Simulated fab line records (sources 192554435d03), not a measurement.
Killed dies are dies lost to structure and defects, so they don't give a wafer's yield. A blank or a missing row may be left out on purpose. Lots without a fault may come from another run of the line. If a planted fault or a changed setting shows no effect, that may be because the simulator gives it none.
What tool caused it?	flow n5_finfet	27 wafers from 9 lots sampled at 7 of the route's 1938 steps

== WHAT EACH GAUGE READ, for each wafer ==
N5_BEOL_M4_RC_MEAS_101. Usual: DIBL_N 36.0 mV/V, standard deviation 2.5; DIBL_P 36.2 mV/V, standard deviation 3; IOFF_N 0.16 nA/um, standard deviation 0.044; IOFF_P 0.21 nA/um, standard deviation 0.049; ION_N 671 uA/um, standard deviation 15; ION_P 461 uA/um, standard deviation 8.7; SS_N 71.5 mV/dec, standard deviation 0.72; SS_P 73.4 mV/dec, standard deviation 0.9; VT_N 251 mV, standard deviation 4.4; VT_P -250 mV, standard deviation 4.
lot	measured	on	DIBL_N (mV/V)	DIBL_P (mV/V)	IOFF_N (nA/um)	IOFF_P (nA/um)	ION_N (uA/um)	ION_P (uA/um)	SS_N (mV/dec)	SS_P (mV/dec)	VT_N (mV)	VT_P (mV)	flag
L705	day 8 21:51	prober-01	39.1 36.2 35.8	39.3 36.5 34.4	0.23 0.17 0.16	0.27 0.23 0.20	683 688 659	463 468 451	73.2 71.3 71.9	74.2 73.4 73.2	247 248 249	-246 -248 -248	
L706	day 9 14:58	prober-02	32.7 37.3 35.7	34.3 40.0 38.5	0.12 0.20 0.16	0.18 0.24 0.24	656 677 663	455 459 461	70.9 72.3 71.7	72.2 74.3 74.3	252 247 253	-249 -249 -247	
L708	day 9 23:16	prober-02	41.4 38.8 39.2	41.8 39.1 39.7	0.26 0.19 0.20	0.29 0.24 0.24	697 673 690	466 457 468	72.5 73.0 72.9	75.0 74.2 75.1	245 247 248	-246 -249 -251	
L707	day 9 23:35	prober-01	37.4 38.0 38.5	38.6 39.2 39.4	0.19 0.19 0.20	0.24 0.25 0.24	694 670 678	470 454 457	72.2 72.3 72.9	73.8 73.3 74.5	249 250 249	-247 -252 -251	
L715	day 11 20:52	prober-02	40.2 38.9 38.6	39.5 37.9 36.6	0.21 0.18 0.17	0.29 0.24 0.22	695 676 668	476 471 456	72.0 72.1 71.9	74.3 73.6 73.7	243 247 250	-245 -248 -250	
L717	day 12 12:41	prober-01	34.6 38.4 39.2	35.0 39.2 41.3	0.12 0.19 0.21	0.17 0.25 0.28	659 686 685	452 464 466	70.8 71.7 72.1	72.6 74.5 73.9	257 248 247	-250 -249 -249	
L721	day 12 21:49	prober-01	35.9 34.4 36.0	37.7 35.8 37.3	0.18 0.14 0.18	0.26 0.22 0.24	676 655 677	469 460 469	71.0 70.9 72.3	73.7 73.8 73.8	248 255 248	-244 -248 -247	
L723	day 13 18:57	prober-02	36.2 33.7 39.4	37.6 33.4 39.8	0.16 0.11 0.22	0.25 0.17 0.28	674 657 694	477 453 471	71.6 71.6 73.2	73.7 72.2 73.9	250 256 243	-247 -254 -246	
L724	day 13 21:25	prober-01	36.4 39.7 34.3	36.3 40.5 32.5	0.17 0.26 0.13	0.25 0.34 0.18	678 698 672	473 475 460	72.1 72.2 70.5	73.6 74.3 72.5	251 242 251	-248 -244 -249	

N5_BEOL_M8_INSPECT_30: inspects for defects (brightfield). Usual: raw_defect_count at 428, with a standard deviation of 110.
lot	measured	on	raw_defect_count	flag
L705	day 10 05:29	defect_inspect-02	365 405 242	
L706	day 11 02:57	defect_inspect-01	312 398 447	
L708	day 11 11:30	defect_inspect-02	554 441 482	
L707	day 11 11:32	defect_inspect-01	326 317 389	
L715	day 13 04:17	defect_inspect-01	282 405 280	
L717	day 13 22:19	defect_inspect-02	455 428 360	
L721	day 14 09:14	defect_inspect-01	346 613 465	
L723	day 15 06:24	defect_inspect-01	430 436 452	
L724	day 15 12:37	defect_inspect-02	381 378 357	

N5_BEOL_M8_CD_MEAS_35: the cd target is 40 nm. Usual: cd_nm at 39.9 nm, with a standard deviation of 0.69.
lot	measured	on	cd_nm (nm)	flag
L705	day 10 06:06	cd_sem-01	39.7 40.0 39.9	
L706	day 11 03:38	cd_sem-02	40.1 40.8 40.0	
L708	day 11 12:07	cd_sem-03	39.2 40.6 39.9	
L707	day 11 12:31	cd_sem-01	40.9 40.1 39.4	
L715	day 13 05:04	cd_sem-03	39.8 40.3 40.7	
L717	day 13 23:00	cd_sem-01	40.5 40.1 40.7	
L721	day 14 09:54	cd_sem-02	40.6 39.8 38.8	
L723	day 15 07:01	cd_sem-02	38.8 38.8 39.8	
L724	day 15 13:14	cd_sem-02	40.7 40.5 39.7	

N5_BEOL_M8_THK_MEAS_53: measures by xrf. Usual: M8_THK typically reads 78.8 nm, with standard deviation 2.4.
lot	measured	on	M8_THK (nm)	flag
L705	day 10 08:57	film_metro-02	80.3 77.4 79.4	
L706	day 11 06:16	film_metro-02	185.6 78.9 79.8	OFF
L708	day 11 14:23	film_metro-02	186.2 77.6 81.7	OFF
L707	day 11 15:04	film_metro-02	79.1 182.0 78.6	OFF
L715	day 13 07:52	film_metro-01	80.7 77.2 78.0	
L717	day 14 01:45	film_metro-02	79.6 80.6 73.6	
L721	day 14 12:17	film_metro-01	78.1 77.1 80.0	
L723	day 15 10:12	film_metro-01	73.4 76.0 78.3	
L724	day 15 15:39	film_metro-01	78.4 78.4 75.2	

N5_BEOL_M8_INSPECT_58: inspects for defects (darkfield). Usual: raw_defect_count at 76, with a standard deviation of 25.
lot	measured	on	raw_defect_count	flag
L705	day 10 09:06	defect_inspect-01	90 61 79	
L706	day 11 06:25	defect_inspect-01	1103 71 126	OFF
L708	day 11 14:32	defect_inspect-01	1095 146 71	OFF
L707	day 11 15:13	defect_inspect-01	61 1101 66	OFF
L715	day 13 08:01	defect_inspect-02	91 55 73	
L717	day 14 01:54	defect_inspect-01	75 44 54	
L721	day 14 12:29	defect_inspect-02	46 66 46	
L723	day 15 10:22	defect_inspect-02	135 94 107	
L724	day 15 15:49	defect_inspect-01	86 75 71	

== EACH LOT AND THE TOOL THAT RAN IT (in order: tool; ch and the chambers of the sampled wafers; start) ==
lot	N5_BEOL_M8_SURFACE_TREAT_79	N5_BEOL_M8_CMP_52
L705	pvd_sputter-02, day 10 07:19	cmp-04 ch 0,1,3, day 10 08:39
L706	pvd_sputter-03, day 11 04:35	cmp-04 ch 2,3, day 11 06:01
L708	pvd_sputter-01, day 11 13:15	cmp-04 ch 0,1,3, day 11 14:05
L707	pvd_sputter-01, day 11 13:44	cmp-04 ch 0,2,3, day 11 14:49
L715	pvd_sputter-02, day 13 06:03	cmp-01 ch 0,1,3, day 13 07:34
L717	pvd_sputter-03, day 14 00:20	cmp-04 ch 1,2,3, day 14 01:32
L721	pvd_sputter-03, day 14 11:11	cmp-03 ch 1,2,3, day 14 11:59
L723	pvd_sputter-03, day 15 09:11	cmp-04 ch 2,3, day 15 09:55
L724	pvd_sputter-01, day 15 14:32	cmp-04 ch 0,2,3, day 15 15:26
- N5_BEOL_M8_SURFACE_TREAT_79
- N5_BEOL_M8_CMP_52: polishes, stops on SiCOH lowk, t overpolish 6.9 s, target thk 80 nm.

== AS READ BY THE TOOLS THEMSELVES (means over the sampled wafers that have a number; for cases with no such wafer, the mark the record gives instead) ==
N5_BEOL_M8_CMP_52. Usual: barrier_field_endpoint_s 28.4 s, standard deviation 0.86; clearing_platen_down_force_psi 1.500 psi, standard deviation 0.0031; motor_current_A 5.9 A, standard deviation 0.76; overpolish_run_s 6.900 s, standard deviation 0.0094; time_to_endpoint_s 61 s, standard deviation 3.9.
lot	tool	barrier_field_endpoint_s (s)	clearing_platen_down_force_psi (psi)	motor_current_A (A)	overpolish_run_s (s)	time_to_endpoint_s (s)	flag
L705	cmp-04	28.6	1.500	5.6	6.907	63	
L706	cmp-04	34.2	1.504	6.0	4.608	68	OFF
L708	cmp-04	34.6	1.503	5.6	4.611	68	OFF
L707	cmp-04	33.8	1.497	5.7	4.625	65	OFF
L715	cmp-01	28.4	1.499	5.7	6.912	62	
L717	cmp-04	27.1	1.500	5.5	6.892	58	
L721	cmp-03	28.7	1.498	6.2	6.907	62	
L723	cmp-04	27.7	1.501	5.9	6.905	58	
L724	cmp-04	27.8	1.501	5.9	6.903	60	

== THE ANSWER, worked out from the rows above alone ==
Rule: take the mean of a lot's wafers that have a number; if it is more than 3 standard deviations from the usual mean, the lot is off. A lot without any number at a reading at which 4 lots or more have one is off too. Where the step has rows for the other lots, those lots are counted as sound. The gauges are gone through in route order, then the tools' own readings, and for those a lot's mean is taken as printed above. At the first step where some lot is off, the reading lying furthest off is the one used; lots without a number count as furthest.
Off: at N5_BEOL_M8_THK_MEAS_53 (M8_THK), L706, L708, L707.
If a tool, at a process step before that reading, ran all the lots that are off and no sound lot after the first of them, it fits. Not tried: the gauges at N5_BEOL_M8_THK_MEAS_53; whatever is off there is also off at N5_BEOL_M8_INSPECT_58, on other tools, and gauge error can't account for it. No candidate that was tried fits.

== WHAT HAD BEEN PUT IN BY THE SIMULATOR ==
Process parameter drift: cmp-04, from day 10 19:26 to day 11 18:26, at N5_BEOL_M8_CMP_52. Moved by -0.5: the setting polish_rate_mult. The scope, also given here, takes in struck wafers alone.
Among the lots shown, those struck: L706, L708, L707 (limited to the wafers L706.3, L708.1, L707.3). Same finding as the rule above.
